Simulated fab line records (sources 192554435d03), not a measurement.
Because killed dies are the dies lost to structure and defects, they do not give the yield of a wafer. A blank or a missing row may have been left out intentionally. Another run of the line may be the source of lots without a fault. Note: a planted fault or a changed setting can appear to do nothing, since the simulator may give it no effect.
Split-lot trial || flow n5Finfet || on a route of 1938 steps: 7 lots, 39 wafers read

== THE SPLIT ==
At N5_MOL_CONTACT_COAG_CVD_140 (deposits W, target thk 66.5 nm, time 215 s), the setting targetThkA was moved away from the recipe's 665 angstrom on 15 of the 39 wafers read, by -11.4% to +10.8%. For the rest of the wafers, this setting stayed at what the recipe calls for.

The reading comes from the split's own step.

== THE READING ==
W_of_MOL_CONTACT_COAG_CVD_140.thkNm (the simulator's own value, which no gauge read), in nm, at N5_MOL_CONTACT_COAG_CVD_140 (deposits W, target thk 66.5 nm, time 215 s). The file does not state a usual value for it. Here, 24 wafers ran the recipe; their average is 65.9 nm with a standard deviation of 0.61 nm.

{"wafer": "L074.1", "tool, chamber at the split": "cvdW-02, 0,1", "targetThkA as run, angstrom": 736.8, "against the recipe": "+10.8%", "W_of_MOL_CONTACT_COAG_CVD_140.thkNm, nm": 72.6, "against lot-mates on the recipe": "+7.6"}
{"wafer": "L074.2", "tool, chamber at the split": "cvdW-02, 0,1", "targetThkA as run, angstrom": 736.8, "against the recipe": "+10.8%", "W_of_MOL_CONTACT_COAG_CVD_140.thkNm, nm": 72.6, "against lot-mates on the recipe": "+7.6"}
{"wafer": "L074.3", "tool, chamber at the split": "cvdW-02, 1", "targetThkA as run, angstrom": 665, "against the recipe": "recipe", "W_of_MOL_CONTACT_COAG_CVD_140.thkNm, nm": 64.8, "against lot-mates on the recipe": "-"}
{"wafer": "L074.4", "tool, chamber at the split": "cvdW-02, 0", "targetThkA as run, angstrom": 665, "against the recipe": "recipe", "W_of_MOL_CONTACT_COAG_CVD_140.thkNm, nm": 65.2, "against lot-mates on the recipe": "-"}
{"wafer": "L074.5", "tool, chamber at the split": "cvdW-02, 0", "targetThkA as run, angstrom": 736.8, "against the recipe": "+10.8%", "W_of_MOL_CONTACT_COAG_CVD_140.thkNm, nm": 72.2, "against lot-mates on the recipe": "+7.2"}
{"wafer": "L074.6", "tool, chamber at the split": "cvdW-02, 1", "targetThkA as run, angstrom": 665, "against the recipe": "recipe", "W_of_MOL_CONTACT_COAG_CVD_140.thkNm, nm": 65, "against lot-mates on the recipe": "-"}
{"wafer": "L078.1", "tool, chamber at the split": "cvdW-02, 1", "targetThkA as run, angstrom": 665, "against the recipe": "recipe", "W_of_MOL_CONTACT_COAG_CVD_140.thkNm, nm": 65.2, "against lot-mates on the recipe": "-"}
{"wafer": "L078.2", "tool, chamber at the split": "cvdW-02, 0", "targetThkA as run, angstrom": 665, "against the recipe": "recipe", "W_of_MOL_CONTACT_COAG_CVD_140.thkNm, nm": 66.2, "against lot-mates on the recipe": "-"}
{"wafer": "L078.3", "tool, chamber at the split": "cvdW-02, 1", "targetThkA as run, angstrom": 709.1, "against the recipe": "+6.6%", "W_of_MOL_CONTACT_COAG_CVD_140.thkNm, nm": 70.4, "against lot-mates on the recipe": "+4.6"}
{"wafer": "L078.4", "tool, chamber at the split": "cvdW-02, 0", "targetThkA as run, angstrom": 709.1, "against the recipe": "+6.6%", "W_of_MOL_CONTACT_COAG_CVD_140.thkNm, nm": 70, "against lot-mates on the recipe": "+4.2"}
{"wafer": "L078.5", "tool, chamber at the split": "cvdW-02, 0", "targetThkA as run, angstrom": 709.1, "against the recipe": "+6.6%", "W_of_MOL_CONTACT_COAG_CVD_140.thkNm, nm": 71, "against lot-mates on the recipe": "+5.2"}
{"wafer": "L078.6", "tool, chamber at the split": "cvdW-02, 1", "targetThkA as run, angstrom": 665, "against the recipe": "recipe", "W_of_MOL_CONTACT_COAG_CVD_140.thkNm, nm": 66, "against lot-mates on the recipe": "-"}
{"wafer": "L084.1", "tool, chamber at the split": "cvdW-02, 1", "targetThkA as run, angstrom": 588.9, "against the recipe": "-11.4%", "W_of_MOL_CONTACT_COAG_CVD_140.thkNm, nm": 57.8, "against lot-mates on the recipe": -8.0}
{"wafer": "L084.2", "tool, chamber at the split": "cvdW-02, 0", "targetThkA as run, angstrom": 665, "against the recipe": "recipe", "W_of_MOL_CONTACT_COAG_CVD_140.thkNm, nm": 65.6, "against lot-mates on the recipe": "-"}
{"wafer": "L084.3", "tool, chamber at the split": "cvdW-02, 1", "targetThkA as run, angstrom": 665, "against the recipe": "recipe", "W_of_MOL_CONTACT_COAG_CVD_140.thkNm, nm": 65, "against lot-mates on the recipe": "-"}
{"wafer": "L084.4", "tool, chamber at the split": "cvdW-02, 0", "targetThkA as run, angstrom": 588.9, "against the recipe": "-11.4%", "W_of_MOL_CONTACT_COAG_CVD_140.thkNm, nm": 59.2, "against lot-mates on the recipe": -6.6}
{"wafer": "L084.5", "tool, chamber at the split": "cvdW-02, 0", "targetThkA as run, angstrom": 665, "against the recipe": "recipe", "W_of_MOL_CONTACT_COAG_CVD_140.thkNm, nm": 66.8, "against lot-mates on the recipe": "-"}
{"wafer": "L084.6", "tool, chamber at the split": "cvdW-02, 1", "targetThkA as run, angstrom": 588.9, "against the recipe": "-11.4%", "W_of_MOL_CONTACT_COAG_CVD_140.thkNm, nm": 57.6, "against lot-mates on the recipe": -8.2}
{"wafer": "L085.1", "tool, chamber at the split": "cvdW-02, 0,0,1", "targetThkA as run, angstrom": 665, "against the recipe": "recipe", "W_of_MOL_CONTACT_COAG_CVD_140.thkNm, nm": 66.6, "against lot-mates on the recipe": "-"}
{"wafer": "L085.5", "tool, chamber at the split": "cvdW-02, 0,0,1", "targetThkA as run, angstrom": 665, "against the recipe": "recipe", "W_of_MOL_CONTACT_COAG_CVD_140.thkNm, nm": 66.6, "against lot-mates on the recipe": "-"}
{"wafer": "L085.6", "tool, chamber at the split": "cvdW-02, 0,0,1", "targetThkA as run, angstrom": 665, "against the recipe": "recipe", "W_of_MOL_CONTACT_COAG_CVD_140.thkNm, nm": 66.6, "against lot-mates on the recipe": "-"}
{"wafer": "L085.2", "tool, chamber at the split": "cvdW-02, 1", "targetThkA as run, angstrom": 665, "against the recipe": "recipe", "W_of_MOL_CONTACT_COAG_CVD_140.thkNm, nm": 65.8, "against lot-mates on the recipe": "-"}
{"wafer": "L085.4", "tool, chamber at the split": "cvdW-02, 1", "targetThkA as run, angstrom": 665, "against the recipe": "recipe", "W_of_MOL_CONTACT_COAG_CVD_140.thkNm, nm": 65.8, "against lot-mates on the recipe": "-"}
{"wafer": "L085.3", "tool, chamber at the split": "cvdW-02, 0", "targetThkA as run, angstrom": 665, "against the recipe": "recipe", "W_of_MOL_CONTACT_COAG_CVD_140.thkNm, nm": 66.8, "against lot-mates on the recipe": "-"}
{"wafer": "L086.1", "tool, chamber at the split": "cvdW-02, 0", "targetThkA as run, angstrom": 719.7, "against the recipe": "+8.2%", "W_of_MOL_CONTACT_COAG_CVD_140.thkNm, nm": 71.2, "against lot-mates on the recipe": "+5.1"}
{"wafer": "L086.2", "tool, chamber at the split": "cvdW-02, 1", "targetThkA as run, angstrom": 719.7, "against the recipe": "+8.2%", "W_of_MOL_CONTACT_COAG_CVD_140.thkNm, nm": 69.8, "against lot-mates on the recipe": "+3.7"}
{"wafer": "L086.3", "tool, chamber at the split": "cvdW-02, 1", "targetThkA as run, angstrom": 665, "against the recipe": "recipe", "W_of_MOL_CONTACT_COAG_CVD_140.thkNm, nm": 66.4, "against lot-mates on the recipe": "-"}
{"wafer": "L086.4", "tool, chamber at the split": "cvdW-02, 0", "targetThkA as run, angstrom": 665, "against the recipe": "recipe", "W_of_MOL_CONTACT_COAG_CVD_140.thkNm, nm": 66.6, "against lot-mates on the recipe": "-"}
{"wafer": "L086.5", "tool, chamber at the split": "cvdW-02, 0", "targetThkA as run, angstrom": 719.7, "against the recipe": "+8.2%", "W_of_MOL_CONTACT_COAG_CVD_140.thkNm, nm": 71, "against lot-mates on the recipe": "+4.9"}
{"wafer": "L086.6", "tool, chamber at the split": "cvdW-02, 1", "targetThkA as run, angstrom": 665, "against the recipe": "recipe", "W_of_MOL_CONTACT_COAG_CVD_140.thkNm, nm": 65.4, "against lot-mates on the recipe": "-"}
{"wafer": "L092.1", "tool, chamber at the split": "cvdW-02, 1", "targetThkA as run, angstrom": 665, "against the recipe": "recipe", "W_of_MOL_CONTACT_COAG_CVD_140.thkNm, nm": 66.4, "against lot-mates on the recipe": "-"}
{"wafer": "L092.3", "tool, chamber at the split": "cvdW-02, 0", "targetThkA as run, angstrom": 665, "against the recipe": "recipe", "W_of_MOL_CONTACT_COAG_CVD_140.thkNm, nm": 65.6, "against lot-mates on the recipe": "-"}
{"wafer": "L092.5", "tool, chamber at the split": "cvdW-02, 1", "targetThkA as run, angstrom": 665, "against the recipe": "recipe", "W_of_MOL_CONTACT_COAG_CVD_140.thkNm, nm": 66, "against lot-mates on the recipe": "-"}
{"wafer": "L094.1", "tool, chamber at the split": "cvdW-02, 1", "targetThkA as run, angstrom": 613.1, "against the recipe": "-7.8%", "W_of_MOL_CONTACT_COAG_CVD_140.thkNm, nm": 61.6, "against lot-mates on the recipe": -4.5}
{"wafer": "L094.2", "tool, chamber at the split": "cvdW-02, 0", "targetThkA as run, angstrom": 665, "against the recipe": "recipe", "W_of_MOL_CONTACT_COAG_CVD_140.thkNm, nm": 65.6, "against lot-mates on the recipe": "-"}
{"wafer": "L094.3", "tool, chamber at the split": "cvdW-02, 1", "targetThkA as run, angstrom": 665, "against the recipe": "recipe", "W_of_MOL_CONTACT_COAG_CVD_140.thkNm, nm": 66.6, "against lot-mates on the recipe": "-"}
{"wafer": "L094.4", "tool, chamber at the split": "cvdW-02, 0", "targetThkA as run, angstrom": 613.1, "against the recipe": "-7.8%", "W_of_MOL_CONTACT_COAG_CVD_140.thkNm, nm": 61, "against lot-mates on the recipe": -5.1}
{"wafer": "L094.5", "tool, chamber at the split": "cvdW-02, 0", "targetThkA as run, angstrom": 665, "against the recipe": "recipe", "W_of_MOL_CONTACT_COAG_CVD_140.thkNm, nm": 66, "against lot-mates on the recipe": "-"}
{"wafer": "L094.6", "tool, chamber at the split": "cvdW-02, 1", "targetThkA as run, angstrom": 613.1, "against the recipe": "-7.8%", "W_of_MOL_CONTACT_COAG_CVD_140.thkNm, nm": 61.4, "against lot-mates on the recipe": -4.7}
If several chambers appear in one row, that row covers several wafers at once and the file leaves open which wafer was in which chamber.

THE FIT
A straight line over all 39 wafers: W_of_MOL_CONTACT_COAG_CVD_140.thkNm changes by +0.629 nm for each +1% of targetThkA; r = +0.99; the points scatter about the line by 0.63 nm.
The same after taking each lot's own level away (the mean of its wafers on the recipe; 39 wafers): +0.649 nm for each +1%; r = +0.99; scatter 0.57 nm.
On that fit, the largest move of targetThkA shifts the reading by 7.4 nm.
The lots' own levels span 65.00 to 66.37 nm, that is 2.2 times the standard deviation above.
So the lot-to-lot level changes the slope little: the two slopes agree.
Check: with one of the wafers moved furthest among these (-11.4%) left out of the fit, the line predicts -7.32 nm for it against its lot-mates. It came out at -8 nm against them.

== THESE WAFERS: OTHER SPLITS ==
These wafers also went through other splits before the reading. Each is held against what the fit with the lots' levels taken away leaves over:
{"other split on the same wafers": "N5_DUMMY_GATE_EXPOSE_12 doseMj", "wafers away from the commonest value": 15, "r with W_of_MOL_CONTACT_COAG_CVD_140.thkNm (lot level and that fit taken away)": "+0.01"}
{"other split on the same wafers": "N5_DUMMY_GATE_ETCH_31 targetDepthA", "wafers away from the commonest value": 18, "r with W_of_MOL_CONTACT_COAG_CVD_140.thkNm (lot level and that fit taken away)": "+0.04"}
{"other split on the same wafers": "N5_DUMMY_GATE_ETCH_32 timeS", "wafers away from the commonest value": 15, "r with W_of_MOL_CONTACT_COAG_CVD_140.thkNm (lot level and that fit taken away)": "+0.28"}
{"other split on the same wafers": "N5_GATE_CUT_ETCH_37 biasW", "wafers away from the commonest value": 15, "r with W_of_MOL_CONTACT_COAG_CVD_140.thkNm (lot level and that fit taken away)": "+0.14"}

== FILE'S OWN FIT ==
W_of_MOL_CONTACT_COAG_CVD_140.thkNm changes by +0.649 nm for each +1% of targetThkA, r = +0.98.
